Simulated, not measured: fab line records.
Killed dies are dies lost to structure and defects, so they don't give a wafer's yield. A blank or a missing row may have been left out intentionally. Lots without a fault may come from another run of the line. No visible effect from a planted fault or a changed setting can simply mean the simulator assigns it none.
What tool caused it?	flow n5-finfet	24 lots with 72 wafers sampled at 4 steps, on a route of 1938 steps

WHAT THE GAUGES SHOWED, per wafer
N5_ILD0_THK_MEAS_13.
lot	measured	on	thk-nm (nm)
L074	day 3 18:34	film-metro-01	17.4 18.0 17.0
L075	day 4 01:47	film-metro-01	18.4 19.9 19.6
L076	day 4 05:16	film-metro-02	17.0 15.9 17.6
L077	day 4 12:44	film-metro-02	17.6 17.3 15.9
L078	day 4 15:48	film-metro-01	17.0 17.3 18.5
L079	day 4 21:43	film-metro-02	17.4 16.9 17.9
L080	day 5 09:40	film-metro-02	18.0 17.5 16.6
L081	day 5 11:55	film-metro-02	17.4 19.1 16.3
L082	day 5 18:43	film-metro-01	16.1 17.6 16.7
L084	day 6 03:10	film-metro-01	17.9 18.1 18.2
L083	day 6 04:37	film-metro-02	18.2 17.4 17.9
L085	day 6 14:02	film-metro-01	17.3 16.1 17.8
L086	day 6 18:06	film-metro-01	15.7 16.4 17.8
L087	day 6 22:27	film-metro-02	16.7 17.0 16.2
L088	day 7 08:08	film-metro-02	18.8 16.6 19.7
L089	day 7 10:57	film-metro-01	18.3 17.8 18.2
L090	day 7 16:19	film-metro-01	17.0 16.7 17.4
L091	day 7 22:32	film-metro-01	16.8 18.8 17.4
L092	day 8 04:56	film-metro-01	18.1 18.8 15.7
L093	day 8 14:58	film-metro-01	17.2 17.1 16.4
L094	day 8 22:42	film-metro-01	19.2 17.7 18.6
L095	day 9 00:20	film-metro-01	18.8 18.6 19.6
L096	day 9 16:16	film-metro-02	17.5 16.6 17.2
L097	day 9 18:53	film-metro-01	16.6 18.3 17.2

N5_HKMG_FIN_THK_MEAS_70: measures by xrf.
lot	measured	on	HK_THK (nm)
L074	day 4 03:21	film-metro-02	1.595 1.594 1.624
L075	day 4 10:43	film-metro-02	1.580 1.631 1.641
L076	day 4 14:13	film-metro-01	1.606 1.611 1.615
L077	day 4 21:23	film-metro-01	1.611 1.614 1.606
L078	day 5 01:02	film-metro-02	1.610 1.603 1.590
L079	day 5 06:19	film-metro-02	1.561 1.638 1.622
L080	day 5 18:18	film-metro-02	1.605 1.615 1.596
L081	day 5 21:07	film-metro-02	1.596 1.596 1.551
L082	day 6 04:01	film-metro-01	1.635 1.604 1.606
L084	day 6 12:08	film-metro-02	1.607 1.625 1.629
L083	day 6 13:20	film-metro-02	1.628 1.609 1.590
L085	day 6 22:44	film-metro-01	1.597 1.610 1.619
L086	day 7 03:35	film-metro-01	1.605 1.636 1.611
L087	day 7 07:46	film-metro-01	1.587 1.599 1.601
L088	day 7 17:44	film-metro-02	1.598 1.570 1.593
L089	day 7 19:51	film-metro-01	1.586 1.607 1.603
L090	day 8 01:07	film-metro-02	1.659 1.596 1.662
L091	day 8 07:22	film-metro-01	1.608 1.630 1.604
L092	day 8 13:43	film-metro-01	1.605 1.596 1.601
L093	day 9 00:05	film-metro-01	1.605 1.619 1.623
L094	day 9 07:41	film-metro-02	1.583 1.608 1.580
L095	day 9 09:17	film-metro-02	1.631 1.650 1.609
L096	day 10 01:31	film-metro-02	1.594 1.606 1.612
L097	day 10 03:56	film-metro-01	1.622 1.608 1.608

WHICH TOOL RAN EACH LOT (tool, then ch and the chambers of the sampled wafers, then the start)
lot	N5_SD_EPI_N_ETCH_16	N5_SDB_STRIP_22
L074	rie-diel-05 ch 0,2, day 3 03:30	plasma-asher-02 ch 0,1, day 3 19:23
L075	rie-diel-02 ch 0,1,2, day 3 11:14	plasma-asher-02 ch 0,1, day 4 02:41
L076	rie-diel-06 ch 0,1,3, day 3 13:28	plasma-asher-02 ch 0,1, day 4 06:03
L077	rie-diel-02 ch 0,1,3, day 3 20:38	plasma-asher-01 ch 0,1, day 4 13:39
L078	rie-diel-05 ch 0,3, day 4 01:03	plasma-asher-02 ch 0,1, day 4 17:02
L079	rie-diel-02 ch 0,3, day 4 06:37	plasma-asher-02 ch 0,1, day 4 22:38
L080	rie-diel-02 ch 0,1, day 4 18:03	plasma-asher-01 ch 0,1, day 5 10:37
L081	rie-diel-05 ch 0,2, day 4 21:14	plasma-asher-02 ch 0,1, day 5 12:50
L082	rie-diel-05 ch 1,2,3, day 5 03:51	plasma-asher-01 ch 0,1, day 5 20:14
L084	rie-diel-05 ch 1,2, day 5 12:25	plasma-asher-01 ch 0,1, day 6 04:05
L083	rie-diel-05 ch 0,3, day 5 13:28	plasma-asher-01 ch 0,1, day 6 05:34
L085	rie-diel-02 ch 0,3, day 5 23:12	plasma-asher-01 ch 0,1, day 6 15:01
L086	rie-diel-06 ch 1,2,3, day 6 02:04	plasma-asher-02 ch 0,1, day 6 18:55
L087	rie-diel-06 ch 1,2,3, day 6 07:34	plasma-asher-01 ch 0,1, day 6 23:22
L088	rie-diel-02 ch 0,1, day 6 15:37	plasma-asher-02 ch 0, day 7 09:02
L089	rie-diel-02 ch 0,1, day 6 19:20	plasma-asher-01 ch 0,1, day 7 11:58
L090	rie-diel-02 ch 0,1, day 7 00:25	plasma-asher-02 ch 0,1, day 7 17:16
L091	rie-diel-06 ch 0,1, day 7 07:01	plasma-asher-02 ch 1, day 7 23:38
L092	rie-diel-06 ch 0,1,2, day 7 13:19	plasma-asher-01 ch 1, day 8 06:04
L093	rie-diel-06 ch 0,1, day 7 22:14	plasma-asher-01 ch 0, day 8 15:46
L094	rie-diel-06 ch 0,3, day 8 06:23	plasma-asher-01 ch 0,1, day 8 23:41
L095	rie-diel-06 ch 0,1,2, day 8 07:42	plasma-asher-01 ch 0,1, day 9 01:20
L096	rie-diel-05 ch 1,2,3, day 9 00:03	plasma-asher-02 ch 0,1, day 9 17:23
L097	rie-diel-02 ch 0,2,3, day 9 02:03	plasma-asher-01 ch 0,1, day 9 19:41
- N5_SD_EPI_N_ETCH_16: etches SiO2 in CHF3/O2, target depth 5 nm.
- N5_SDB_STRIP_22: strips in N2/H2.

AS READ BY THE TOOLS THEMSELVES (means over the sampled wafers that have a number; for cases with no such wafer, the mark the record gives instead)
N5_SD_EPI_N_ETCH_16.
lot	tool	drypump-motor-current-A (A)	oes-product-au (a.u.)	rf-vpp-V (V)	showerhead-plenum-p-Torr (Torr)	throttle-valve-pct (%)
L074	rie-diel-05	5.8	0.85	522	2.40	18.84
L075	rie-diel-02	5.7	0.75	524	2.38	19.04
L076	rie-diel-06	5.9	0.75	527	2.37	19.03
L077	rie-diel-02	5.7	0.74	520	2.31	19.07
L078	rie-diel-05	5.7	0.86	520	2.37	18.75
L079	rie-diel-02	6.0	0.73	520	2.30	19.12
L080	rie-diel-02	5.3	0.73	520	2.31	18.90
L081	rie-diel-05	5.9	0.83	521	2.39	18.86
L082	rie-diel-05	5.7	0.70	522	2.42	19.06
L084	rie-diel-05	5.5	0.68	526	2.40	19.10
L083	rie-diel-05	5.6	0.84	520	2.37	18.78
L085	rie-diel-02	6.0	0.72	520	2.30	19.27
L086	rie-diel-06	6.0	0.74	524	2.37	18.95
L087	rie-diel-06	6.0	0.74	525	2.37	18.97
L088	rie-diel-02	5.3	0.73	520	2.30	18.94
L089	rie-diel-02	5.3	0.73	519	2.30	18.93
L090	rie-diel-02	5.6	0.72	520	2.30	18.98
L091	rie-diel-06	5.9	0.89	528	2.37	18.84
L092	rie-diel-06	5.9	0.91	527	2.38	18.76
L093	rie-diel-06	5.9	0.88	529	2.37	18.86
L094	rie-diel-06	6.0	0.82	526	2.33	18.92
L095	rie-diel-06	5.9	0.87	526	2.38	18.76
L096	rie-diel-05	5.7	0.86	521	2.40	18.84
L097	rie-diel-02	6.0	0.72	525	2.36	19.29

N5_SDB_STRIP_22.
lot	tool	drypump-motor-current-A (A)	heater-power-w (W)	oes-product-au (a.u.)	strip-time-to-endpoint-s (s)
L074	plasma-asher-02	6.0	314	0.716	96.6
L075	plasma-asher-02	5.9	300	0.713	96.4
L076	plasma-asher-02	6.0	311	0.712	96.2
L077	plasma-asher-01	5.4	347	0.715	96.7
L078	plasma-asher-02	6.1	309	0.717	96.7
L079	plasma-asher-02	5.9	304	0.713	96.2
L080	plasma-asher-01	5.3	363	0.718	97.2
L081	plasma-asher-02	6.0	315	0.719	96.7
L082	plasma-asher-01	5.3	368	0.712	96.5
L084	plasma-asher-01	5.3	363	0.713	96.0
L083	plasma-asher-01	5.4	337	0.720	97.0
L085	plasma-asher-01	5.3	370	0.718	96.3
L086	plasma-asher-02	5.9	305	0.718	96.1
L087	plasma-asher-01	5.4	344	0.713	96.3
L088	plasma-asher-02	5.7	298	0.715	96.8
L089	plasma-asher-01	5.3	367	0.719	96.7
L090	plasma-asher-02	5.9	301	0.714	95.9
L091	plasma-asher-02	6.2	320	0.718	96.2
L092	plasma-asher-01	5.1	387	0.717	96.5
L093	plasma-asher-01	5.6	321	0.716	97.1
L094	plasma-asher-01	5.3	362	0.715	96.2
L095	plasma-asher-01	5.3	365	0.717	96.4
L096	plasma-asher-02	6.1	310	0.715	96.5
L097	plasma-asher-01	5.4	343	0.711	96.4

THE ANSWER, worked out from the rows above alone
Rule: what is usual is taken from the lots themselves. Put in order of their means at a reading, lots are off if they are a third of the lots or fewer, leave a main group of 4 or more, and stand apart from it by a gap of 3 or more times the standard deviation of the main group's means; of several such gaps the widest counts. A main group is skipped when, at the precision printed for the reading in the tables above, its means are all equal. Also off: a lot with no number at a reading for which 4 or more lots have one. The other lots that the step has rows for count as sound. First the gauges in route order, then the tools' own readings, where a lot's mean is used as printed above. At the first step where some lot is off, the reading lying furthest off is the one used; lots without a number count as furthest.
No lot is off on any of the readings shown, so nothing can be concluded from this.

WHAT THE SIMULATOR HAD INSERTED
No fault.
